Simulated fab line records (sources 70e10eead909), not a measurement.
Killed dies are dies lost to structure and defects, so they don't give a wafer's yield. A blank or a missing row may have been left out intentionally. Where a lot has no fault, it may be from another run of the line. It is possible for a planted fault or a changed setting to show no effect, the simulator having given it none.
A lot that was struck, set against a sound lot | flow nandHarc | 14 out of 1159 route steps
Sound: wafers L126.2, L126.3, L126.6. Struck: wafer L135.4 (left out: L135.5, L135.6 of the same lot, which were not struck); the cause appears at the end.
Each step with rows lists, per side, the tool, then ch with its chambers, then its first start. Under that, the readings that differ: sound wafers | struck wafers | difference of the means | sigmas: that difference in standard deviations of wafers without a fault.
alike: a reading whose means differ by less than 2 such deviations, as well as words and numbers matching on both sides. not compared: withheld readings; readings where some wafer has no value; bounds like >300 that might hide an equal value; numbers whose values overlap and for which the record gives no deviation.
A row with sigmas, a row that says differs or no value, or rows on one side alone: a step with any of these is where the two part. Numbers that don't overlap but have no deviation are shown without sigmas and don't part them. A reading that every wafer of one side lacks parts them only if that side has two wafers or more.

NHARC_A_STAIRCASE_TRIM_220: chemistry O2, time 211.2 s.
  sound on rieDiel-02 ch 0,2,3, day 11 02:12; struck on rieDiel-07 ch 1, day 13 14:23
  alike: drypumpMotorCurrentA, oesProductAu, rfVppV, showerheadPlenumPTorr, throttleValvePct
  not compared: rfHoursCounterH
NHARC_A_STAIRCASE_ETCH_221: etches the open film in C4F8/O2, target depth 100 nm, time 40.5 s.
  sound on rieDiel-02 ch 0,2,3; struck on rieDiel-07 ch 2
reading    | sound       | struck | difference | sigmas
rfVppV (V) | 886 899 886 | 904    | +14        | +3
  alike: oesProductAu, runLengthS
  not compared: rfHoursCounterH
then, 1 step without rows for these wafers: NHARC_A_STAIRCASE_TRIM_222 (chemistry O2, time 211.2 s).
NHARC_A_STAIRCASE_ETCH_223: etches the open film in C4F8/O2, target depth 100 nm, time 40.5 s.
  sound on rieDiel-02 ch 0,2; struck on rieDiel-07 ch 3
  alike: oesProductAu, rfVppV, runLengthS
  not compared: rfHoursCounterH
then, 3 steps without rows for these wafers: NHARC_A_STAIRCASE_TRIM_224 (chemistry O2, time 211.2 s); NHARC_A_STAIRCASE_ETCH_225 (etches the open film in C4F8/O2, target depth 100 nm, time 40.5 s); NHARC_A_STAIRCASE_TRIM_226 (chemistry O2, time 211.2 s).
NHARC_A_STAIRCASE_ETCH_227: etches the open film in C4F8/O2, target depth 100 nm, time 40.5 s.
  sound on rieDiel-02 ch 0,1; struck on rieDiel-07 ch 1
reading        | sound          | struck | difference | sigmas
runLengthS (s) | 62.0 61.9 62.2 | 61.0   | -1.0       | -3
  alike: oesProductAu, rfVppV
  not compared: rfHoursCounterH
then, 3 steps without rows for these wafers: NHARC_A_STAIRCASE_TRIM_229 (chemistry O2, time 211.2 s); NHARC_A_STAIRCASE_ETCH_230 (etches the open film in C4F8/O2, target depth 100 nm, time 40.5 s); NHARC_A_STAIRCASE_TRIM_231 (chemistry O2, time 211.2 s).
NHARC_A_STAIRCASE_ETCH_232: etches the open film in C4F8/O2, target depth 100 nm, time 40.5 s.
  sound on rieDiel-07 ch 1,2, day 11 03:48; struck on rieDiel-07 ch 0, day 13 15:55
reading        | sound          | struck | difference | sigmas
runLengthS (s) | 61.9 61.0 61.4 | 50.6   | -10.8      | -29
  alike: oesProductAu, rfVppV
  not compared: rfHoursCounterH
NHARC_A_STAIRCASE_TRIM_233: chemistry O2, time 211.2 s.
  sound on rieDiel-07 ch 1,2; struck on rieDiel-07 ch 1
  alike: drypumpMotorCurrentA, oesProductAu, rfVppV, showerheadPlenumPTorr, throttleValvePct
  not compared: rfHoursCounterH
-- the record jumps here: 8 days lie between the struck wafers' starts before and after (it left off in module A_STAIRCASE and takes up again in module END, whose first step shown is number 1159 of the route) --
NHARC_END_SORT_01:
  sound on prober-01 ch 0, day 19 13:19; struck on prober-01 ch 0, day 22 00:11
reading       | sound    | struck                  | difference                   | sigmas
hold          | - - -    | awaitDispo/1.3h/release | no value on the sound wafers | 
killedAtArray | 15 18 18 | 674                     | +657                         | +73
killedDies    | 21 23 21 | 677                     | +655                         | +72
killedOpen    | 3 3 2    | 7                       | +4                           | +2
  alike: killedAtOther, killedAtPeriphery, killedShort

## WHERE THEY PART
Last at NHARC_END_SORT_01 as far as this record goes, first at NHARC_A_STAIRCASE_ETCH_221.

WHY: what had been put in by the simulator
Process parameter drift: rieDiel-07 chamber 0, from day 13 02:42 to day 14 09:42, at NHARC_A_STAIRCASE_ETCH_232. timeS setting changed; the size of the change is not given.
